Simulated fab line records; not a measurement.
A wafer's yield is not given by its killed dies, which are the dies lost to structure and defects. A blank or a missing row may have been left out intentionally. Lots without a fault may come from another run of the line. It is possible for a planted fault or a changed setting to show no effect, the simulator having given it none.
Shared-tool check	flow nand_harc	11 lots, 33 wafers sampled

## WHY IT WAS OPENED
At NHARC_P_STI_OCD_MEAS_17 the reading trench_depth_nm is flagged on 2 of 11 lots. Fault-free wafers read 300 nm, with a standard deviation of 3.2.
Rule: a lot is flagged in two cases, either no wafer of it has a number, or all its wafers with numbers fall more than 4 standard deviations from that mean. The rest of the lots are taken to be sound.

lot	measured	on	trench_depth_nm (nm), wafer by wafer	flag
L176	day 2 20:41	ocd-02	301 310 310	
L177	day 3 08:02	ocd-02	297 299 298	
L181	day 4 22:35	ocd-02	296 304 305	
L186	day 7 00:41	ocd-02	0 0 0	FLAGGED
L187	day 7 12:13	ocd-01	0 0 0	FLAGGED
L188	day 7 20:16	ocd-02	304 300 298	
L193	day 9 21:21	ocd-02	298 300 299	
L196	day 11 03:49	ocd-01	300 298 304	
L197	day 11 13:43	ocd-02	304 305 302	
L198	day 11 22:52	ocd-01	294 299 300	
L199	day 12 09:20	ocd-02	297 303 301	
On average the flagged lots' numbers are 0 nm, which is -300 nm against the usual, or -94 standard deviations.

## TOOL THAT RAN EACH LOT
2 process steps preceding the reading are held in the record, out of 1302 steps in the route. Every cell lists first the tool, next ch and the chambers used by the sampled wafers, and last the start.
lot	flag	NHARC_P_ZERO_WELL_DESCUM_54	NHARC_P_STI_ETCH_15
L176		rie_diel-04 ch 2,3, day 2 02:10	rie_si-02 ch 2,3, day 2 20:26
L177		rie_diel-07 ch 1,2,3, day 2 12:11	rie_si-05 ch 1,2, day 3 07:47
L181		rie_diel-04 ch 0,3, day 4 03:46	rie_si-02 ch 0,3, day 4 22:18
L186	FLAGGED	rie_diel-08 ch 0,1,2, day 6 06:02	rie_si-02 ch 1,2, day 7 00:27
L187	FLAGGED	rie_diel-07 ch 1,2, day 6 15:48	rie_si-04 ch 0,1,3, day 7 11:59
L188		rie_diel-04 ch 2,3, day 7 01:56	rie_si-04 ch 0,1,3, day 7 20:02
L193		rie_diel-04 ch 1,3, day 9 03:51	rie_si-02 ch 1,2,3, day 9 21:08
L196		rie_diel-07 ch 0,1,3, day 10 10:02	rie_si-04 ch 0,1,3, day 11 03:34
L197		rie_diel-07 ch 1,2, day 10 20:17	rie_si-02 ch 0,1,3, day 11 13:30
L198		rie_diel-07 ch 0,1, day 11 06:03	rie_si-05 ch 0,2,3, day 11 22:38
L199		rie_diel-07 ch 0,2, day 11 15:47	rie_si-04 ch 0,1,2, day 12 09:05
What is done by these steps:
- NHARC_P_ZERO_WELL_DESCUM_54: chemistry O2, time 3 s.
- NHARC_P_STI_ETCH_15: etches the open film in HBr/Cl2, target depth 300 nm, time 100.1 s.
- NHARC_P_STI_OCD_MEAS_17

## FLAGGED AGAINST TOTAL, ONE TOOL AT A TIME (gauges that did the reading follow at the end)
step	tool	lots run	flagged	share of the flagged lots	sound lots run after its first flagged lot
NHARC_P_ZERO_WELL_DESCUM_54	rie_diel-04	4	0	none	-
NHARC_P_ZERO_WELL_DESCUM_54	rie_diel-07	6	1	some	4 (L196,L197,L198,L199)
NHARC_P_ZERO_WELL_DESCUM_54	rie_diel-08	1	1	some	0
NHARC_P_STI_ETCH_15	rie_si-02	5	1	some	2 (L193,L197)
NHARC_P_STI_ETCH_15	rie_si-04	4	1	some	3 (L188,L196,L199)
NHARC_P_STI_ETCH_15	rie_si-05	2	0	none	-
NHARC_P_STI_OCD_MEAS_17	ocd-01	3	1	some	2 (L196,L198)
NHARC_P_STI_OCD_MEAS_17	ocd-02	8	1	some	4 (L188,L193,L197,L199)

## WHAT THE TABLE ALLOWS
No row of the table ran every flagged lot.

## WHAT WAS PUT IN BY THE SIMULATOR
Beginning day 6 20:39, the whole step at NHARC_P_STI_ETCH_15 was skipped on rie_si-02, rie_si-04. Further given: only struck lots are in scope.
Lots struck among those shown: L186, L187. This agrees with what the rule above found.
